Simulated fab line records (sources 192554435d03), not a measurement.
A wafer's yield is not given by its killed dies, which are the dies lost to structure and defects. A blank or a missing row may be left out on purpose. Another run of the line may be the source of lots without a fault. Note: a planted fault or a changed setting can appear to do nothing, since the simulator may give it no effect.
3 desks, one fault ; flow n5Finfet ; each desk has only its own numbers; what lay behind them comes last

THE DEFECT DESK
For each lot, the counts of the inspections along the route, averaged over the sampled wafers that have a number. A lot is out of limits, marked OUT, if its mean lies more than 4 standard deviations from the usual mean; the brackets give that distance.
Columns: A = rawDefectCount at N5_BEOL_M14_INSPECT_55, usual 72
lot;first seen here;A
L826;day 12 12:43;79
L828;day 13 09:40;58
L830;day 13 21:08;54
L831;day 13 23:29;79
L834;day 14 12:10;52
L838;day 16 07:19;56
L843;day 17 20:25;79
L844;day 17 20:51;48
L845;day 18 00:10;74
L846;day 18 04:20;73
This desk found nothing out of limits on any of the 10 lots.

AT THE TOOL OWNER'S DESK: rieDiel-04
The tool's own readings at N5_BEOL_M15_STRIP_64 (strips in O2): means of the sampled wafers that have a number, for each lot that ran on this tool. A lot is out of limits, marked OUT, if its mean lies more than 4 standard deviations from the usual mean; the brackets give that distance.
Columns: A = chamberPressureMTorr at N5_BEOL_M15_STRIP_64, usual 30.002 mTorr; B = drypumpMotorCurrentA at N5_BEOL_M15_STRIP_64, usual 5.8 A; C = oesProductAu at N5_BEOL_M15_STRIP_64, usual 0.82 a.u.; D = rfVppV at N5_BEOL_M15_STRIP_64, usual 3.6 V; E = showerheadPlenumPTorr at N5_BEOL_M15_STRIP_64, usual 2.15 Torr; F = tempC at N5_BEOL_M15_STRIP_64, usual 59.98 C; G = throttleValvePct at N5_BEOL_M15_STRIP_64, usual 16.63 %
lot;first seen here;A;B;C;D;E;F;G
L826;day 12 13:00;30.018;5.4;0.78;3.9;2.18;60.02;16.72
L834;day 14 13:00;33.016 (+99 or more) OUT;5.4;0.78;3.2;2.15;59.93;16.60
L843;day 17 21:00;30.008;5.8;0.84;3.2;2.13;60.01;16.56
L844;day 17 22:00;30.029;5.8;0.83;3.4;2.16;60.11;16.70
L845;day 18 01:00;29.996;5.8;0.84;4.2;2.13;60.23;16.55
L846;day 18 05:00;30.013;6.1;0.87;3.4;2.17;59.94;16.63
This desk finds L834 out of limits, L834 being first, at day 14 13:00 (chamberPressureMTorr at N5_BEOL_M15_STRIP_64). L826, L843, L844, L845, L846: within limits.

METROLOGY DESK
Lot by lot, what the gauges showed, no matter which tool ran the lot: averages of those sampled wafers that carry a number. A lot is out of limits, marked OUT, if its mean lies more than 4 standard deviations from the usual mean; the brackets give that distance.
Columns: A = cdNm at N5_BEOL_M15_CD_MEAS_17, usual 361.1 nm
lot;first seen here;A
L826;day 12 14:01;362.8
L828;day 13 11:00;362.1
L830;day 13 22:43;359.5
L831;day 14 01:07;361.1
L834;day 14 13:34;363.2
L838;day 16 08:29;361.9
L843;day 17 21:36;362.3
L844;day 17 22:10;357.4
L845;day 18 01:36;359.6
L846;day 18 05:37;358.8
This desk found nothing out of limits on any of the 10 lots.

BROUGHT TOGETHER
At day 14 13:00, on L834, the tool owner's desk was in a position to raise an alarm.
Nothing out of limits was seen by the defect desk.
At the metrology desk, nothing out of limits was observed.
The defect desk has L834 on record, within its limits.
The metrology desk holds a record of L834, inside its limits.
Every lot named ran N5_BEOL_M15_STRIP_64 on rieDiel-04.

WHAT WAS PUT IN BY THE SIMULATOR
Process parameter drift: rieDiel-04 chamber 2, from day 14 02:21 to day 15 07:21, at N5_BEOL_M15_STRIP_64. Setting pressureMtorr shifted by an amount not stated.
Struck lots among those shown: L834.
Hours from the fault's start to each desk's first reading out of limits: the tool owner's desk, 11.
